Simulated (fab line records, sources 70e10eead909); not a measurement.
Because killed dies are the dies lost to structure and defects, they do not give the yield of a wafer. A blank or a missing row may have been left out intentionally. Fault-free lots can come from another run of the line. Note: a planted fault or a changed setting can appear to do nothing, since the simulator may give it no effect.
Chamber matching || flow nandHarc || NHARC_A_ZERO_WELL_ETCH_19 on rieDiel-10: 4 sister chambers
The step etches the open film in N2/H2, target depth 80 nm, overetch 24 nm, time 87.88 s. 4 wafers are shown with their chamber, then 8 later ones without.

WAFERS PAIRED WITH THEIR CHAMBERS
{"wafer": "L275.6", "chamber": 1, "drypumpMotorCurrentA (A)": 5.9}
{"wafer": "L276.5", "chamber": 2, "drypumpMotorCurrentA (A)": 5.6}
{"wafer": "L276.6", "chamber": 3, "drypumpMotorCurrentA (A)": 5.2}
{"wafer": "L277.1", "chamber": 0, "drypumpMotorCurrentA (A)": 6.5}

WAFERS MISSING THEIR CHAMBER
{"wafer": "L277.2", "drypumpMotorCurrentA (A)": 5.2}
{"wafer": "L277.6", "drypumpMotorCurrentA (A)": 5.2}
{"wafer": "L278.1", "drypumpMotorCurrentA (A)": 5.9}
{"wafer": "L278.2", "drypumpMotorCurrentA (A)": 6.5}
{"wafer": "L278.5", "drypumpMotorCurrentA (A)": 5.9}
{"wafer": "L279.1", "drypumpMotorCurrentA (A)": 5.3}
{"wafer": "L279.3", "drypumpMotorCurrentA (A)": 5.6}
{"wafer": "L279.4", "drypumpMotorCurrentA (A)": 5.9}

WHICH CHAMBER EACH ONE RAN IN
{"wafer": "L277.2", "from the rows above": 3, "in truth": 3}
{"wafer": "L277.6", "from the rows above": 3, "in truth": 3}
{"wafer": "L278.1", "from the rows above": 1, "in truth": 1}
{"wafer": "L278.2", "from the rows above": 0, "in truth": 0}
{"wafer": "L278.5", "from the rows above": 1, "in truth": 1}
{"wafer": "L279.1", "from the rows above": 3, "in truth": 3}
{"wafer": "L279.3", "from the rows above": 2, "in truth": 2}
{"wafer": "L279.4", "from the rows above": 1, "in truth": 1}
Correctly placed: 8 of 8. Number that these rows cannot place: 0. Wrongly placed: 0.
How it was worked out, from the rows above alone: a wafer's distance from a chamber is the root of the sum, over the readings, of the square of ((its reading less the chamber's mean) divided by the reading's scatter). If the next closest chamber is less than 2 further off than the closest, the wafer can't be placed; otherwise it belongs to the closest. For every chamber, the mean is computed from those of its wafers that are shown. The scatter (one wafer shown for each chamber): square how far every hidden wafer sits from the nearest shown wafer, average those squares and take the square root.
